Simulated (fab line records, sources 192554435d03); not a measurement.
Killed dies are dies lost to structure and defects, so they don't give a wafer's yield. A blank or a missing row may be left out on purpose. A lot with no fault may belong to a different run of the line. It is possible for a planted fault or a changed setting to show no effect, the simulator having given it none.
Split-lot study / flow n5Finfet / 7 lots, 39 wafers read, on a route of 1938 steps

## ON THE SPLIT
At N5_BEOL_M15_ILD_DEP_00 (deposits SiO2 from TEOS/O2, target thk 1629.3 nm, time 346.1 s), the setting targetThkA was moved away from the recipe's 16293 angstrom on 12 of the 39 wafers read, by -58.0% to +46.1%. All remaining wafers had this setting at the recipe value.

## FROM THE SPLIT TO THE READING: what the file shows between them, 10 steps
- N5_BEOL_M15_THK_MEAS_01
- N5_BEOL_M15_COAT_58: time 60 s, resist thk 89 nm
- N5_BEOL_M15_COAT_04: resist thk 800 nm
- N5_BEOL_M15_DESCUM_15: chemistry O2, time 7.9 s
- N5_BEOL_M15_ETCH_59: etches BARC in N2/H2, target depth 89 nm, overetch 26.7 nm, time 67.9 s
- N5_BEOL_M15_VIA_ETCH_16: etches SiO2 in C4F8/O2/Ar, target depth 1792.2 nm
- N5_BEOL_M15_STRIP_63: strips in O2
- N5_BEOL_M15_STRIP_64: strips in O2
- N5_BEOL_M15_STRIP_65: strips in post etch residue remover, time 60 s
- N5_BEOL_M15_SRD_66: time 30 s, dry time 30 s

## THE READING
cdNm, in nm, at N5_BEOL_M15_CD_MEAS_17 (target cd 360 nm). A value of 362.5 nm with a standard deviation of 2.1 nm is what fault-free wafers of this fab line usually give.

wafer=L083.1; tool, chamber at the split=pecvd-01, 1; targetThkA as run, angstrom=16293; against the recipe=recipe; cdNm, nm=359.6; against lot-mates on the recipe=-
wafer=L083.2; tool, chamber at the split=pecvd-01, 2; targetThkA as run, angstrom=16293; against the recipe=recipe; cdNm, nm=361.6; against lot-mates on the recipe=-
wafer=L083.3; tool, chamber at the split=pecvd-01, 2; targetThkA as run, angstrom=16293; against the recipe=recipe; cdNm, nm=360.6; against lot-mates on the recipe=-
wafer=L083.4; tool, chamber at the split=pecvd-01, 1; targetThkA as run, angstrom=16293; against the recipe=recipe; cdNm, nm=361.6; against lot-mates on the recipe=-
wafer=L083.5; tool, chamber at the split=pecvd-01, 1; targetThkA as run, angstrom=16293; against the recipe=recipe; cdNm, nm=361.8; against lot-mates on the recipe=-
wafer=L083.6; tool, chamber at the split=pecvd-01, 2; targetThkA as run, angstrom=16293; against the recipe=recipe; cdNm, nm=363.1; against lot-mates on the recipe=-
wafer=L082.1; tool, chamber at the split=pecvd-02, 2; targetThkA as run, angstrom=6838; against the recipe=-58.0%; cdNm, nm=354.8; against lot-mates on the recipe=-6.3
wafer=L082.2; tool, chamber at the split=pecvd-02, 0; targetThkA as run, angstrom=6838; against the recipe=-58.0%; cdNm, nm=350.7; against lot-mates on the recipe=-10.4
wafer=L082.3; tool, chamber at the split=pecvd-02, 1; targetThkA as run, angstrom=6838; against the recipe=-58.0%; cdNm, nm=353.5; against lot-mates on the recipe=-7.6
wafer=L082.4; tool, chamber at the split=pecvd-02, 1; targetThkA as run, angstrom=16293; against the recipe=recipe; cdNm, nm=361.8; against lot-mates on the recipe=-
wafer=L082.5; tool, chamber at the split=pecvd-02, 0; targetThkA as run, angstrom=16293; against the recipe=recipe; cdNm, nm=362.4; against lot-mates on the recipe=-
wafer=L082.6; tool, chamber at the split=pecvd-02, 2; targetThkA as run, angstrom=16293; against the recipe=recipe; cdNm, nm=359.2; against lot-mates on the recipe=-
wafer=L093.1; tool, chamber at the split=pecvd-02, 1; targetThkA as run, angstrom=16293; against the recipe=recipe; cdNm, nm=366.2; against lot-mates on the recipe=-
wafer=L093.2; tool, chamber at the split=pecvd-02, 2; targetThkA as run, angstrom=23810; against the recipe=+46.1%; cdNm, nm=369.9; against lot-mates on the recipe=+5.9
wafer=L093.3; tool, chamber at the split=pecvd-02, 0; targetThkA as run, angstrom=23810; against the recipe=+46.1%; cdNm, nm=367.9; against lot-mates on the recipe=+3.9
wafer=L093.4; tool, chamber at the split=pecvd-02, 2; targetThkA as run, angstrom=16293; against the recipe=recipe; cdNm, nm=362.8; against lot-mates on the recipe=-
wafer=L093.5; tool, chamber at the split=pecvd-02, 1; targetThkA as run, angstrom=23810; against the recipe=+46.1%; cdNm, nm=370.6; against lot-mates on the recipe=+6.6
wafer=L093.6; tool, chamber at the split=pecvd-02, 0; targetThkA as run, angstrom=16293; against the recipe=recipe; cdNm, nm=363.0; against lot-mates on the recipe=-
wafer=L095.2; tool, chamber at the split=pecvd-02, 1; targetThkA as run, angstrom=16293; against the recipe=recipe; cdNm, nm=365.5; against lot-mates on the recipe=-
wafer=L095.3; tool, chamber at the split=pecvd-02, 0; targetThkA as run, angstrom=16293; against the recipe=recipe; cdNm, nm=365.1; against lot-mates on the recipe=-
wafer=L095.4; tool, chamber at the split=pecvd-02, 1; targetThkA as run, angstrom=16293; against the recipe=recipe; cdNm, nm=362.1; against lot-mates on the recipe=-
wafer=L094.1; tool, chamber at the split=pecvd-01, 1; targetThkA as run, angstrom=8818; against the recipe=-45.9%; cdNm, nm=349.7; against lot-mates on the recipe=-11.0
wafer=L094.2; tool, chamber at the split=pecvd-01, 0; targetThkA as run, angstrom=16293; against the recipe=recipe; cdNm, nm=361.6; against lot-mates on the recipe=-
wafer=L094.3; tool, chamber at the split=pecvd-01, 2; targetThkA as run, angstrom=8818; against the recipe=-45.9%; cdNm, nm=353.3; against lot-mates on the recipe=-7.4
wafer=L094.4; tool, chamber at the split=pecvd-01, 2; targetThkA as run, angstrom=16293; against the recipe=recipe; cdNm, nm=359.4; against lot-mates on the recipe=-
wafer=L094.5; tool, chamber at the split=pecvd-01, 0; targetThkA as run, angstrom=16293; against the recipe=recipe; cdNm, nm=361.2; against lot-mates on the recipe=-
wafer=L094.6; tool, chamber at the split=pecvd-01, 1; targetThkA as run, angstrom=8818; against the recipe=-45.9%; cdNm, nm=353.2; against lot-mates on the recipe=-7.5
wafer=L096.1; tool, chamber at the split=pecvd-04, 0; targetThkA as run, angstrom=16293; against the recipe=recipe; cdNm, nm=363.3; against lot-mates on the recipe=-
wafer=L096.2; tool, chamber at the split=pecvd-04, 1; targetThkA as run, angstrom=16293; against the recipe=recipe; cdNm, nm=361.8; against lot-mates on the recipe=-
wafer=L096.3; tool, chamber at the split=pecvd-04, 2; targetThkA as run, angstrom=20530; against the recipe=+26.0%; cdNm, nm=367.1; against lot-mates on the recipe=+5.8
wafer=L096.4; tool, chamber at the split=pecvd-04, 2; targetThkA as run, angstrom=16293; against the recipe=recipe; cdNm, nm=358.7; against lot-mates on the recipe=-
wafer=L096.5; tool, chamber at the split=pecvd-04, 1; targetThkA as run, angstrom=20530; against the recipe=+26.0%; cdNm, nm=364.1; against lot-mates on the recipe=+2.8
wafer=L096.6; tool, chamber at the split=pecvd-04, 0; targetThkA as run, angstrom=20530; against the recipe=+26.0%; cdNm, nm=368.5; against lot-mates on the recipe=+7.2
wafer=L097.1; tool, chamber at the split=pecvd-02, 0,2; targetThkA as run, angstrom=16293; against the recipe=recipe; cdNm, nm=363.8; against lot-mates on the recipe=-
wafer=L097.2; tool, chamber at the split=pecvd-02, 1; targetThkA as run, angstrom=16293; against the recipe=recipe; cdNm, nm=360.9; against lot-mates on the recipe=-
wafer=L097.3; tool, chamber at the split=pecvd-02, 0,2; targetThkA as run, angstrom=16293; against the recipe=recipe; cdNm, nm=363.1; against lot-mates on the recipe=-
wafer=L097.4; tool, chamber at the split=pecvd-02, 1; targetThkA as run, angstrom=16293; against the recipe=recipe; cdNm, nm=360.2; against lot-mates on the recipe=-
wafer=L097.5; tool, chamber at the split=pecvd-02, 0; targetThkA as run, angstrom=16293; against the recipe=recipe; cdNm, nm=361.0; against lot-mates on the recipe=-
wafer=L097.6; tool, chamber at the split=pecvd-02, 2; targetThkA as run, angstrom=16293; against the recipe=recipe; cdNm, nm=365.4; against lot-mates on the recipe=-
Where a row lists several chambers, the file gives one row for several wafers and doesn't say which wafer went through which chamber.

THE FIT
A straight line over all 39 wafers: cdNm changes by +0.174 nm for each +1% of targetThkA; r = +0.91; the points scatter about the line by 2 nm.
The same after taking each lot's own level away (the mean of its wafers on the recipe; 39 wafers): +0.152 nm for each +1%; r = +0.91; scatter 1.8 nm.
That fit puts the effect of the largest move of targetThkA on the reading at 8.8 nm.
From 360.73 to 364.23 nm: that is the span of the lots' own levels, equal to 1.7 times the standard deviation above.
So the slope is not independent of the lot-to-lot level: the two fits are not the same.
Check: -9.36 nm against its lot-mates is what the line predicts for one of the wafers moved furthest among these (-58.0%) when that wafer is left out of the fit. Against them it came out at -6.33 nm.

## THE WHOLE CHAIN: every reading that the file lists as answering this split, in the file's order
step=N5_BEOL_M15_ILD_DEP_00; what it does=deposits SiO2 from TEOS/O2, target thk 1629.3 nm, time 346.1 s; reading=SiO2_of_BEOL_M15_ILD_DEP_00.thkNm (the simulator's own value, which no gauge read); change (the file's fit)=+16.3 nm for each +1% of the setting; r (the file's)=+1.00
step=N5_BEOL_M15_THK_MEAS_01; what it does=; reading=M15_ILD_THK; change (the file's fit)=+16.3 for each +1% of the setting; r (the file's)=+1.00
step=N5_BEOL_M15_VIA_ETCH_16; what it does=etches SiO2 in C4F8/O2/Ar, target depth 1792.2 nm; reading=etch.depthNm (the simulator's own value, which no gauge read); change (the file's fit)=+16.3 nm for each +1% of the setting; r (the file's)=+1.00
step=N5_BEOL_M15_VIA_ETCH_16; what it does=etches SiO2 in C4F8/O2/Ar, target depth 1792.2 nm; reading=coat_of_BEOL_M15_COAT_04.thkNm (the simulator's own value, which no gauge read); change (the file's fit)=-3.84 nm for each +1% of the setting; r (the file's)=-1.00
step=N5_BEOL_M15_CD_MEAS_17; what it does=target cd 360 nm; reading=cdNm; change (the file's fit)=+0.152 nm for each +1% of the setting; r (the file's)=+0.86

## FILE'S OWN FIT
cdNm changes by +0.152 nm for each +1% of targetThkA, r = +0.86.
